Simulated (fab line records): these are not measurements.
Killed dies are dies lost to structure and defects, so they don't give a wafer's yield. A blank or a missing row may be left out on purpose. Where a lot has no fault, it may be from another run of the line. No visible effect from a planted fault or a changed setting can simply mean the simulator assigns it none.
The tool behind it: which one? ; flow n5_finfet ; Sampling: 12 lots, 32 wafers, 4 of 1938 route steps

== WHAT THE GAUGES READ, wafer by wafer ==
N5_ZERO_LAYER_INSPECT_20: inspects for defects (darkfield). Usual: raw_defect_count 33, standard deviation 13.
lot;measured;on;raw_defect_count;flag
L155;day 1 13:23;defect_inspect-02;22 22 33;
L156;day 1 19:37;defect_inspect-02;57 35 44;
L159;day 2 13:23;defect_inspect-01;18 29;
L160;day 2 19:50;defect_inspect-01;31 55;
L161;day 3 01:23;defect_inspect-01;9 28;
L162;day 3 07:23;defect_inspect-01;27 32;
L163;day 3 13:43;defect_inspect-01;1133 1107 1105;OFF
L165;day 4 01:25;defect_inspect-02;1144 1084 1054;OFF
L175;day 6 13:17;defect_inspect-02;21 48 24;
L176;day 6 19:16;defect_inspect-01;17 24 28;
L177;day 7 01:16;defect_inspect-01;10 34 9;
L178;day 7 07:28;defect_inspect-01;36 34 37;

N5_WELL_APT_INSPECT_10: inspects for defects (macro). Usual: raw_defect_count 2, standard deviation 1.4.
lot;measured;on;raw_defect_count;flag
L155;day 1 13:44;defect_inspect-01;3 1 2;
L156;day 1 20:05;defect_inspect-01;3 1 1;
L159;day 2 13:52;defect_inspect-01;7 0;
L160;day 2 20:11;defect_inspect-02;0 0;
L161;day 3 01:44;defect_inspect-02;2 0;
L162;day 3 07:44;defect_inspect-01;3 1;
L163;day 3 14:11;defect_inspect-01;>300 >300 >300;OFF
L165;day 4 01:47;defect_inspect-02;>300 >300 >300;OFF
L175;day 6 13:38;defect_inspect-01;4 5 1;
L176;day 6 19:45;defect_inspect-01;1 1 0;
L177;day 7 01:38;defect_inspect-01;1 3 0;
L178;day 7 07:58;defect_inspect-01;2 4 1;

N5_WELL_APT_CD_MEAS_25: the cd target is 200 nm. Usual: cd_nm 200 nm, standard deviation 3.1.
lot;measured;on;cd_nm (nm);flag
L155;day 1 14:48;cd_sem-03;203 204 200;
L156;day 1 21:26;cd_sem-03;201 204 200;
L159;day 2 15:04;cd_sem-01;197 196;
L160;day 2 21:24;cd_sem-01;201 200;
L161;day 3 02:48;cd_sem-01;208 202;
L162;day 3 08:49;cd_sem-03;208 205;
L163;day 3 15:16;cd_sem-02;203 199 202;
L165;day 4 03:02;cd_sem-02;199 203 197;
L175;day 6 15:05;cd_sem-03;200 202 203;
L176;day 6 20:56;cd_sem-02;201 198 199;
L177;day 7 02:50;cd_sem-02;205 198 200;
L178;day 7 09:10;cd_sem-02;195 197 202;

== WHAT TOOL EACH LOT RAN ON (gives the tool, then ch and the chambers of the sampled wafers, and finally the start) ==
lot;N5_ZERO_LAYER_STRIP_24
L155;plasma_asher-02 ch 0,1, day 1 13:01
L156;plasma_asher-01 ch 0,1, day 1 19:16
L159;plasma_asher-02 ch 1, day 2 13:01
L160;plasma_asher-01 ch 0,1, day 2 19:26
L161;plasma_asher-01 ch 1, day 3 01:01
L162;plasma_asher-01 ch 1, day 3 07:02
L163;plasma_asher-01 ch 0,1, day 3 13:20
L165;plasma_asher-01 ch 0,1, day 4 01:03
L175;plasma_asher-02 ch 0,1, day 6 12:54
L176;plasma_asher-02 ch 0,1, day 6 18:55
L177;plasma_asher-01 ch 0,1, day 7 00:56
L178;plasma_asher-01 ch 0,1, day 7 07:07
- N5_ZERO_LAYER_STRIP_24: strips in O2.

== WHAT THE TOOLS THEMSELVES READ (means of the sampled wafers that have a number; where no wafer has one, the mark that the record gives instead) ==
N5_ZERO_LAYER_STRIP_24. Usual: drypump_motor_current_A 5.7 A, standard deviation 0.34; heater_power_w 326 W, standard deviation 11; o2_flow_sccm 6747 sccm, standard deviation 22; oes_product_au 0.648 a.u., standard deviation 0.005; strip_time_to_endpoint_s 43.82 s, standard deviation 0.11.
lot;tool;drypump_motor_current_A (A);heater_power_w (W);o2_flow_sccm (sccm);oes_product_au (a.u.);strip_time_to_endpoint_s (s);flag
L155;plasma_asher-02;5.3;331;6735;0.651;43.77;
L156;plasma_asher-01;5.8;320;6755;0.650;43.82;
L159;plasma_asher-02;5.5;318;6768;0.645;43.79;
L160;plasma_asher-01;6.0;316;6734;0.647;43.88;
L161;plasma_asher-01;5.7;318;6737;0.644;43.97;
L162;plasma_asher-01;5.6;310;6755;0.648;43.81;
L163;plasma_asher-01;5.9;320;6767;0.651;43.88;
L165;plasma_asher-01;6.0;322;6759;0.652;43.80;
L175;plasma_asher-02;5.4;331;6729;0.646;43.76;
L176;plasma_asher-02;5.4;327;6751;0.652;43.74;
L177;plasma_asher-01;6.0;327;6731;0.644;43.89;
L178;plasma_asher-01;5.8;323;6727;0.650;43.75;

== THE ANSWER, worked out from the rows above alone ==
Rule: a lot counts as off when the mean over its wafers that have a number is more than 3 standard deviations away from the usual mean. Also off: a lot with no number at a reading for which 4 or more lots have one. All remaining lots with rows at the step are treated as sound. Order of review: gauges by route order, followed by the tools' own readings, for which a lot's mean as printed above is used. The first step at which some lot is off is used, and at that step the reading that is off furthest; a lot without a number counts as furthest.
Off: L163, L165, at N5_ZERO_LAYER_INSPECT_20 (raw_defect_count).
A tool fits if, at a process step before that reading, it ran every lot that is off, and no sound lot after the first of them. Gauges at N5_ZERO_LAYER_INSPECT_20: tried the same way as those tools. Of those tried, none fits.

== WHAT THE SIMULATOR PUT IN ==
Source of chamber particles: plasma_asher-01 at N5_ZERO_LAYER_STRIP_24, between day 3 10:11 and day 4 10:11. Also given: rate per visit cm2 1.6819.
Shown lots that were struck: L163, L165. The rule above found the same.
